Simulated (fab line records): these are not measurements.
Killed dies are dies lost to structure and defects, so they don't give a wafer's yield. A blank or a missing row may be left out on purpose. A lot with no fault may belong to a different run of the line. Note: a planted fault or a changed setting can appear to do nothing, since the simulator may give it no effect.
fab line records | flow n5-finfet
record lots=7 wafers=19 last-day=17
route steps=1938 shown BEOL_M15@1821 PASS1_DEP@1831 MIM_BOT@1832 MIM_TOP@1834
lots with no fault: from the same line, run without faults
start-h: hours from the record's first day to the start of the lot's first wafer shown | wait-h: time in hours since the lot's previous step | " same as the row above | L1.1+2: a single row standing in for several wafers | - no value, or no start was given | * or withheld: withheld | < > ~ a bound
route shown NAME@n: names a module that has steps shown in the file, with the first one's number in the route | usual: mean/standard deviation taken from wafers without a fault | same: alike in all rows | chamber/n: place in a boat | sites: each site's reading | _std_site: their standard deviation | _edge_site: mean of outer sites minus mean of inner sites | radius-mm: how far each site lies from the wafer's centre | mask NAME#n: copy n | behind: the most recent tool/chamber to have shaped the wafer | hold: why the lot went on hold/how many hours it stayed there/how the hold came to an end | device: names the non-switching transistor (n, p or np) | end of line: the tests these same wafers got at the end of their route | step lacking rows: just its recipe | killed: dies that structure and defects cost at the first sort, which is not the same as the wafer's yield | map: dies across one wafer; x = killed, . = not, _ = none there
set.NAME: setting as actually run; set.NAME@STEP: the setting as run at that earlier step | model.NAME: the simulator's own value behind a step, which no gauge read
a table for each step, a row for each wafer; lots at some steps of the route
services: a tool's chamber out of use, with start hour (start-h, from the record's first day; less than 0 if before it), hours out, and reason
## steps
# step N5_BEOL_M15_SPUTTER_45
# recipe material=Cu target-thk-a=1000 temp-c=-20 bias-v=60 power-w=26000 chamber-pressure-pa=0.13 time-s=16.67
# step N5_BEOL_M15_ECD_47
# recipe material=Cu target-thk-a=18600
# step N5_BEOL_M15_ANNEAL_48
# recipe temp-c=225 time-s=90 ambient=N2
# step N5_BEOL_M15_CMP_49
# recipe stop-on=SiO2 t-overpolish-s=4.9 down-force-psi=2 platen-rpm=80 clearing-platen-down-force-psi=2 clearing-platen-rpm=80 post-cmp-clean=cu-alkaline target-thk-nm=850 clearing-platen-pad-velocity-m-s=1.5917 pad-velocity-m-s=1.5917
# usual barrier-field-endpoint-s=11.31/0.22 clearing-platen-rpm=80.00/0.042 motor-current-A=8.1/0.63 overpolish-run-s=4.901/0.0091
# columns lot.wafer tool chamber start-h wait-h barrier-field-endpoint-s clearing-platen-rpm motor-current-A overpolish-run-s
L187.3 cmp-01 2 262.84 0.2 10.97 79.96 7.7 4.898
L187.1 " 3 " " 11.18 79.98 7.5 4.875
L187.6 " 2 " " 11.02 79.98 7.8 4.899
L190.3 cmp-04 3 274.00 0.2 11.35 79.96 8.4 4.897
L190.2 " 0 " " 11.78 79.94 8.3 4.906
L190.5 " 2 " " 11.50 80.05 9.0 4.902
L194.1 cmp-01 2 345.56 0.3 11.32 80.01 8.3 4.892
L194.2 " 3 " " 11.25 80.00 7.8 4.894
L194.3 " 1 " " 11.29 79.99 7.8 4.903
L200.4 cmp-04 1 354.02 0.2 11.52 80.01 8.7 4.910
L200.6 " 3 " " 11.67 80.04 8.4 4.895
L201.2 cmp-01 3 365.78 0.2 11.42 80.06 7.1 4.898
L201.6 " 0 " " 11.48 80.01 7.0 4.904
L202.4 cmp-03 1 381.94 0.3 11.53 79.97 9.1 4.890
L202.2 " 3 " " 11.30 79.99 7.7 4.892
L202.5 " 0 " " 11.47 79.99 7.7 4.905
L204.2 cmp-04 3 385.04 0.2 11.28 79.98 8.8 4.896
L204.1 " 1 " " 11.33 80.10 8.2 4.912
L204.3 " 2 " " 10.98 79.95 9.6 4.902
# step N5_BEOL_M15_THK_MEAS_50
# recipe thk-meas-gauge=xrf reads=Cu_of_BEOL_M15_ECD_47
# usual M15_THK=843/14
# columns lot.wafer tool chamber start-h wait-h M15_THK[nm]
L187.1 film-metro-02 - 263.14 - 855
L187.3 " - " " 861
L187.6 " - " " 843
L190.2 film-metro-02 - 274.26 - 854
L190.3 " - " " 856
L190.5 " - " " 858
L194.1 film-metro-01 - 345.85 - 819
L194.2 " - " " 838
L194.3 " - " " 853
L200.4 film-metro-02 - 354.25 - 823
L200.6 " - " " 827
L201.2 film-metro-02 - 366.07 - 828
L201.6 " - " " 832
L202.2 film-metro-02 - 382.20 - 861
L202.4 " - " " 864
L202.5 " - " " 864
L204.1 film-metro-02 - 385.33 - 852
L204.2 " - " " 850
L204.3 " - " " 857
# step N5_BEOL_M15_PRE_CLEAN_52
# recipe gas=NH3 time-s=15 temp-c=withheld rf-power-w=300
# step N5_BEOL_M15_DEP_53
# recipe material=SiCN target-thk-a=500 temp-c=withheld precursor=3MS/NH3 pressure-torr=3 rf-w=675 time-s=17.8
# usual showerhead-plenum-p-Torr=4.142/0.029 throttle-valve-pct=17.6/0.77
# columns lot.wafer tool chamber start-h wait-h showerhead-plenum-p-Torr throttle-valve-pct
L187.1 pecvd-01 1 263.21 0.0 4.123 17.8
L187.3 " 1 " " 4.129 17.8
L187.6 " 0 " " 4.099 18.1
L190.2 pecvd-03 1 274.33 0.0 4.136 17.8
L190.3 " 0 " " 4.170 19.0
L190.5 " 0 " " 4.163 19.0
L194.1 pecvd-04 0 345.93 0.0 4.202 18.0
L194.2 " 2 " " 4.142 16.8
L194.3 " 2 " " 4.138 16.5
L200.4 pecvd-04 1 354.32 0.0 4.130 17.3
L200.6 " 2 " " 4.135 16.8
L201.2 pecvd-01 2 366.13 0.0 4.131 17.1
L201.6 " 0 " " 4.099 18.0
L202.2 pecvd-01 1 382.26 0.0 4.133 17.6
L202.4 " 1 " " 4.118 17.4
L202.5 " 2 " " 4.146 16.9
L204.1 pecvd-01 2 385.41 0.0 4.139 16.9
L204.2 " 0 " " 4.103 18.3
L204.3 " 0 " " 4.102 18.6
# step N5_BEOL_M15_RS_MEAS_54
# recipe thk-meas-gauge=four-point-probe reads=Cu_of_BEOL_M15_ECD_47+Ta_of_BEOL_M15_SPUTTER_44+TaN_of_BEOL_M15_SPUTTER_43
# usual M15_RS=0.0216/0.00034
# columns lot.wafer tool chamber start-h wait-h M15_RS[ohm/sq]
L187.1 film-metro-01 - 263.29 0.1 0.0212
L187.3 " - " " 0.0212
L187.6 " - " " 0.0216
L190.2 film-metro-01 - 274.42 0.1 0.0217
L190.3 " - " " 0.0216
L190.5 " - " " 0.0216
L194.1 film-metro-01 - 346.01 0.1 0.0224
L194.2 " - " " 0.0218
L194.3 " - " " 0.0215
L200.4 film-metro-01 - 354.37 0.0 0.0218
L200.6 " - " " 0.0216
L201.2 film-metro-01 - 366.20 0.1 0.0220
L201.6 " - " " 0.0219
L202.2 film-metro-02 - 382.32 0.1 0.0212
L202.4 " - " " 0.0212
L202.5 " - " " 0.0211
L204.1 film-metro-01 - 385.49 0.1 0.0213
L204.2 " - " " 0.0214
L204.3 " - " " 0.0211
# step N5_BEOL_M15_INSPECT_55
# recipe inspect-instrument=darkfield mode=post-dep
# usual raw-defect-count=69/21
# columns lot.wafer tool chamber start-h wait-h raw-defect-count
L187.1 defect-inspect-02 - 263.32 0.0 141
L187.3 " - " " 84
L187.6 " - " " 75
L190.2 defect-inspect-02 - 274.44 0.0 49
L190.3 " - " " 51
L190.5 " - " " 64
L194.1 defect-inspect-01 - 346.04 0.0 36
L194.2 " - " " 42
L194.3 " - " " 42
L200.4 defect-inspect-01 - 354.40 0.0 60
L200.6 " - " " 89
L201.2 defect-inspect-01 - 366.23 0.0 42
L201.6 " - " " 96
L202.2 defect-inspect-02 - 382.35 0.0 55
L202.4 " - " " 112
L202.5 " - " " 46
L204.1 defect-inspect-01 - 385.52 0.0 74
L204.2 " - " " 62
L204.3 " - " " 43
# step N5_BEOL_M15_RC_MEAS_101
# usual COMB_M10=1.5e-11/3.2e-12 COMB_M11=1.54e-11/2.9e-12 COMB_M12=6.9e-12/1.3e-12 COMB_M12_max_site=9.7e-12/2.3e-12 COMB_M13=5.6e-12/1.1e-12 COMB_M14=4.4e-12/9.2e-13 COMB_M15=3.2e-12/8.1e-13 COMB_M5=3.7e-11/6.8e-12 COMB_M6=2.6e-11/5.2e-12 COMB_M7=2.5e-11/4.6e-12 COMB_M8=2.6e-11/5.4e-12 COMB_M9=1.6e-11/3e-12 SERP_M10=3.07/0.062 SERP_M11=3.08/0.067 SERP_M12=0.637/0.015 SERP_M13=0.310/0.0052 SERP_M14=0.161/0.0033 SERP_M5=39.3/1.4 SERP_M6=13.9/0.38 SERP_M7=13.8/0.48 SERP_M8=13.8/0.37 SERP_M9=3.08/0.07
# columns lot.wafer tool chamber start-h wait-h COMB_M10[S/m] COMB_M11[S/m] COMB_M12[S/m] COMB_M12_max_site[S/m] COMB_M13[S/m] COMB_M14[S/m] COMB_M15[S/m] COMB_M5[S/m] COMB_M6[S/m] COMB_M7[S/m] COMB_M8[S/m] COMB_M9[S/m] SERP_M10[ohm/um] SERP_M11[ohm/um] SERP_M12[ohm/um] SERP_M13[ohm/um] SERP_M14[ohm/um] SERP_M5[ohm/um] SERP_M6[ohm/um] SERP_M7[ohm/um] SERP_M8[ohm/um] SERP_M9[ohm/um]
L187.1 prober-01 0 263.50 0.2 1.8e-11 1.84e-11 7.9e-12 1.2e-11 4.2e-12 3.4e-12 2.3e-12 4.7e-11 2.8e-11 2.8e-11 3.3e-11 1.5e-11 3.15 3.09 0.636 0.307 0.164 42.0 14.2 14.1 13.8 3.08
L187.3 " 0 " " 1.2e-11 1.52e-11 2.9e-12 3.6e-12 3.6e-12 4.2e-12 3.7e-12 3.5e-11 3.5e-11 2.8e-11 3.1e-11 1.6e-11 3.04 3.00 0.651 0.304 0.162 40.2 13.7 14.0 13.7 3.02
L187.6 " 0 " " 1.2e-11 1.38e-11 4.4e-12 6.1e-12 3.6e-12 3.3e-12 2.5e-12 4e-11 2.8e-11 3.4e-11 2.6e-11 2.4e-11 3.12 3.03 0.660 0.305 0.164 40.9 14.2 14.4 14.3 3.04
L190.2 prober-01 0 274.62 0.2 1.8e-11 1.8e-11 8e-12 1.25e-11 3.4e-12 4.9e-12 2.6e-12 3.5e-11 2.3e-11 2e-11 2.5e-11 1.5e-11 2.94 3.10 0.632 0.309 0.158 38.1 14.0 13.4 14.1 3.04
L190.3 " 0 " " 1.6e-11 1.24e-11 6.9e-12 9.4e-12 5.1e-12 5e-12 2.1e-12 2.6e-11 2.6e-11 3e-11 2.7e-11 1.1e-11 3.02 3.06 0.612 0.302 0.161 38.3 13.7 13.1 13.7 2.95
L190.5 " 0 " " 1.7e-11 1.45e-11 6.5e-12 8.6e-12 4.7e-12 5.5e-12 2.2e-12 3.4e-11 2.8e-11 2.8e-11 2.3e-11 2.4e-11 3.03 3.14 0.649 0.302 0.161 39.0 13.5 13.0 14.1 3.01
L194.1 prober-02 0 346.06 0.0 1.3e-11 1.94e-11 7.4e-12 8.2e-12 5.4e-12 7.5e-12 3.4e-12 3.6e-11 2.1e-11 3.1e-11 2.3e-11 1.9e-11 3.06 3.08 0.625 0.315 0.158 39.2 13.7 13.5 13.4 3.03
L194.2 " 0 " " 1.9e-11 1.11e-11 7.5e-12 1.05e-11 6e-12 6.8e-12 3.9e-12 3.5e-11 3.3e-11 3e-11 2.2e-11 2.2e-11 3.11 3.06 0.624 0.305 0.155 39.9 13.7 13.1 14.2 3.11
L194.3 " 0 " " 1.5e-11 1.65e-11 8.9e-12 1.06e-11 6.2e-12 4.8e-12 3.5e-12 2.9e-11 2.4e-11 2.7e-11 2e-11 2.1e-11 3.14 3.11 0.639 0.302 0.159 41.9 13.7 13.9 13.4 3.02
L200.4 prober-02 0 354.89 0.5 2e-11 1.75e-11 7.7e-12 8.6e-12 5.5e-12 4.6e-12 3.1e-12 4.8e-11 2.3e-11 2.8e-11 2.5e-11 1.6e-11 3.05 3.14 0.647 0.314 0.164 40.1 13.1 14.5 13.7 3.09
L200.6 " 0 " " 1.8e-11 1.16e-11 6.8e-12 1.09e-11 5e-12 4.1e-12 3.5e-12 4.6e-11 2.2e-11 2.4e-11 2.4e-11 1.3e-11 3.15 3.09 0.650 0.306 0.161 40.3 13.3 14.0 13.6 3.13
L201.2 prober-01 0 366.41 0.2 1.3e-11 1.6e-11 6.4e-12 8e-12 4.7e-12 4.1e-12 3.1e-12 3.7e-11 2.7e-11 3e-11 2.8e-11 9e-12 3.09 3.07 0.617 0.324 0.160 35.1 14.2 14.9 13.9 3.05
L201.6 " 0 " " 1.2e-11 1.29e-11 5.4e-12 7.5e-12 6.7e-12 3.2e-12 3.3e-12 3.7e-11 2.5e-11 2.6e-11 2e-11 1.2e-11 3.17 3.02 0.625 0.318 0.163 37.6 14.5 14.4 13.8 3.10
L202.2 prober-02 0 382.92 0.6 1.9e-11 1.86e-11 8.2e-12 1.03e-11 6.5e-12 3.9e-12 4.7e-12 3.6e-11 2.3e-11 2.4e-11 3e-11 1.7e-11 3.16 3.03 0.658 0.310 0.158 39.4 13.5 14.4 14.4 3.03
L202.4 " 0 " " 2e-11 1.71e-11 6.3e-12 8.5e-12 5.6e-12 5.6e-12 3.7e-12 4.9e-11 2.4e-11 3.2e-11 2.4e-11 1.5e-11 2.96 3.02 0.616 0.310 0.156 37.6 13.3 14.5 14.3 3.06
L202.5 " 0 " " 2.1e-11 1.74e-11 7.1e-12 8.9e-12 6.5e-12 5.2e-12 3.6e-12 5.2e-11 2.3e-11 2.3e-11 3e-11 1.3e-11 3.03 3.03 0.625 0.305 0.163 37.5 14.3 15.0 14.3 3.04
L204.1 prober-02 0 385.54 0.0 1.4e-11 1.69e-11 6.9e-12 1.03e-11 6.2e-12 4.8e-12 3.5e-12 2.8e-11 3.2e-11 2.2e-11 2.6e-11 2.1e-11 2.95 3.23 0.634 0.306 0.160 40.1 13.4 14.3 13.8 3.11
L204.2 " 0 " " 1.9e-11 1.5e-11 8.9e-12 1.25e-11 4.5e-12 4.2e-12 3.8e-12 2.4e-11 2.4e-11 2.3e-11 2.5e-11 1.9e-11 3.08 3.18 0.641 0.304 0.156 38.8 13.7 14.2 13.6 3.28
L204.3 " 0 " " 1.5e-11 1.66e-11 8.4e-12 9.8e-12 7e-12 4.9e-12 4e-12 4.2e-11 2e-11 2.4e-11 2.7e-11 1.4e-11 3.16 3.09 0.614 0.304 0.161 40.2 14.1 13.8 12.8 3.19
# step N5_PASSIVATION_PECVD_00
# recipe material=SiO2 target-thk-a=2000 temp-c=400 precursor=SiH4/N2O pressure-torr=2.7 rf-w=608 time-s=11.2
# usual heater-power-outer-w=390/53 heater-power-w=679/71 showerhead-plenum-p-Torr=8.08/0.14 throttle-valve-pct=50.4/1.9
# columns lot.wafer tool chamber start-h wait-h heater-power-outer-w heater-power-w showerhead-plenum-p-Torr throttle-valve-pct
L187.1 pecvd-04 2 264.46 0.8 339 614 8.03 47.6
L187.3 " 1 " " 423 705 8.00 48.9
L187.6 " 1 " " 431 710 7.98 49.1
L190.2 pecvd-04 0 275.44 0.7 333 653 8.34 50.3
L190.3 " 1 " " 343 590 8.01 49.1
L190.5 " 2 " " 340 624 8.04 47.2
L194.1 pecvd-04 2 347.03 0.8 389 678 8.03 47.7
L194.2 " 0 " " 378 674 8.36 50.3
L194.3 " 0 " " 391 698 8.35 50.6
L200.4 pecvd-04 2 355.41 0.4 357 652 8.06 47.5
L200.6 " 0 " " 325 622 8.35 50.4
L201.2 pecvd-04 0 367.22 0.7 329 638 8.33 50.5
L201.6 " 0 " " 350 644 8.34 50.4
L202.2 pecvd-01 0 383.73 0.7 410 683 7.88 52.1
L202.4 " 0 " " 314 525 7.87 52.1
L202.5 " 2 " " 325 605 8.05 48.7
L204.1 pecvd-04 0 386.51 0.8 323 625 8.34 50.5
L204.2 " 1 " " 399 695 7.99 49.0
L204.3 " 2 " " 325 611 8.04 48.0
# step N5_MIM_BOT_DEGAS_01
# recipe ambient=vacuum temp-c=300 time-s=60
# usual heater-power-w=463/37
# columns lot.wafer tool chamber start-h wait-h heater-power-w
L187.1 pvd-sputter-03 - 265.75 1.3 464
L187.3 " - " " 417
L187.6 " - " " 468
L190.2 pvd-sputter-01 - 275.63 0.2 416
L190.3 " - " " 448
L190.5 " - " " 427
L194.1 pvd-sputter-01 - 348.14 1.1 451
L194.2 " - " " 427
L194.3 " - " " 487
L200.4 pvd-sputter-01 - 357.21 1.8 452
L200.6 " - " " 445
L201.2 pvd-sputter-01 - 368.34 1.1 454
L201.6 " - " " 457
L202.2 pvd-sputter-02 - 384.15 0.4 485
L202.4 " - " " 527
L202.5 " - " " 587
L204.1 pvd-sputter-03 - 387.54 1.0 421
L204.2 " - " " 478
L204.3 " - " " 443
# step N5_MIM_BOT_SPUTTER_00
# recipe material=TiN target-thk-a=350 temp-c=200 power-w=3000 chamber-pressure-pa=0.49996 gas=Ar reactive-partial-pa=0.37997 time-s=89.7
# usual substrate-temp-c=199.98/0.17 throttle-valve-pct=30.1/1.2
# columns lot.wafer tool chamber start-h wait-h substrate-temp-c throttle-valve-pct model.TiN_of_MIM_BOT_SPUTTER_00.thk-nm
L187.1 pvd-sputter-03 - 265.79 0.0 200.15 27.9 36
L187.3 " - " " 199.87 30.6 35.4
L187.6 " - " " 199.98 27.7 36
L190.2 pvd-sputter-01 - 275.67 0.0 199.60 30.6 35.4
L190.3 " - " " 199.90 28.9 35.2
L190.5 " - " " 199.92 30.0 35
L194.1 pvd-sputter-01 - 348.18 0.0 199.94 29.1 35.4
L194.2 " - " " 200.09 30.2 17.2
L194.3 " - " " 200.22 31.1 35.4
L200.4 pvd-sputter-01 - 357.25 0.0 200.15 28.8 35
L200.6 " - " " 200.11 29.0 17.6
L201.2 pvd-sputter-01 - 368.38 0.0 200.03 30.9 17.4
L201.6 " - " " 199.91 31.0 17.6
L202.2 pvd-sputter-02 - 384.19 0.0 200.13 29.4 35.4
L202.4 " - " " 199.91 30.9 35.4
L202.5 " - " " 200.02 29.9 35.4
L204.1 pvd-sputter-03 - 387.58 0.0 199.99 30.5 34.4
L204.2 " - " " 199.90 28.2 34.6
L204.3 " - " " 199.93 32.1 35
# step N5_MIM_TOP_ALD_00
# recipe material=Al2O3 target-thk-a=* temp-c=withheld ald-precursor-family=TMA ald-co-reactant=O3 pulse-time-s=withheld purge-time-s=3 co-reactant-purge-time-s=withheld co-reactant-pulse-time-s=3 ald-cycles=withheld
# usual precursor-pulse-height-rel=0.999/0.02
# columns lot.wafer tool chamber start-h wait-h precursor-pulse-height-rel
L187.1 ald-hk-03 0 265.89 0.1 0.992
L187.3 " 1 " " 0.994
L187.6 " 1 " " 1.009
L190.2 ald-hk-03 0 275.77 0.1 1.010
L190.3 " 3 " " 0.939
L190.5 " 2 " " 0.996
L194.1 ald-hk-01 3 348.30 0.1 0.977
L194.2 " 2 " " 0.993
L194.3 " 0 " " 1.002
L200.4 ald-hk-01 1 357.36 0.1 0.973
L200.6 " 0 " " 0.995
L201.2 ald-hk-02 1 368.48 0.1 1.005
L201.6 " 3 " " 1.009
L202.2 ald-hk-02 2 384.29 0.1 0.999
L202.4 " 3 " " 1.012
L202.5 " 2 " " 0.982
L204.1 ald-hk-01 1 387.68 0.1 0.989
L204.2 " 3 " " 1.044
L204.3 " 2 " " 0.989
## services
# columns tool chamber start-h hours kind
pecvd-01 2 240.72 - clean
pecvd-01 2 240.72 29.5 scheduled-down
pecvd-01 2 240.72 29.5 vent-cycle
ald-hk-02 - 245.26 0.8 repair
pecvd-04 2 258.13 2.1 scheduled-down
cmp-01 - 288.75 4.0 pm
ald-hk-01 - 303.44 2.8 pm
cmp-04 - 316.18 0.8 repair
pecvd-04 1 329.83 17.9 repair
cmp-01 - 330.90 2.4 repair
pecvd-03 1 336.96 6.6 repair
cmp-01 - 348.81 2.2 repair
ald-hk-01 - 354.63 1.6 repair
ald-hk-03 - 357.18 28.1 pm
pecvd-04 - 361.46 1.3 repair
cmp-04 - 366.45 4.0 pm
pecvd-04 0 371.53 5.5 scheduled-down
cmp-04 - 376.32 6.1 pm
pecvd-04 1 378.76 5.5 scheduled-down
pecvd-01 1 383.62 - clean
pecvd-01 1 383.62 - consumable-replace:showerhead
pecvd-01 1 383.62 29.0 scheduled-down
pecvd-01 1 383.62 29.0 vent-cycle
ald-hk-03 - 385.28 6.0 pm
## key
first-sign none at tools or gauges
model-effect step=N5_MIM_BOT_SPUTTER_00 value=TiN_of_MIM_BOT_SPUTTER_00.thk-nm without=35.35 struck=17.45
met-at N5_MIM_BOT_SPUTTER_00
struck-wafers L194.2,L200.6,L201.2,L201.6
onset-between 275.67 348.18
fault kind=process-parameter-drift tool=pvd-sputter-01 chamber=- onset-h=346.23 steps=N5_MIM_BOT_SPUTTER_00 channel=time-s offset=* shape=step end-h=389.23 scope=struck-wafers-only acts-in=* stated=*
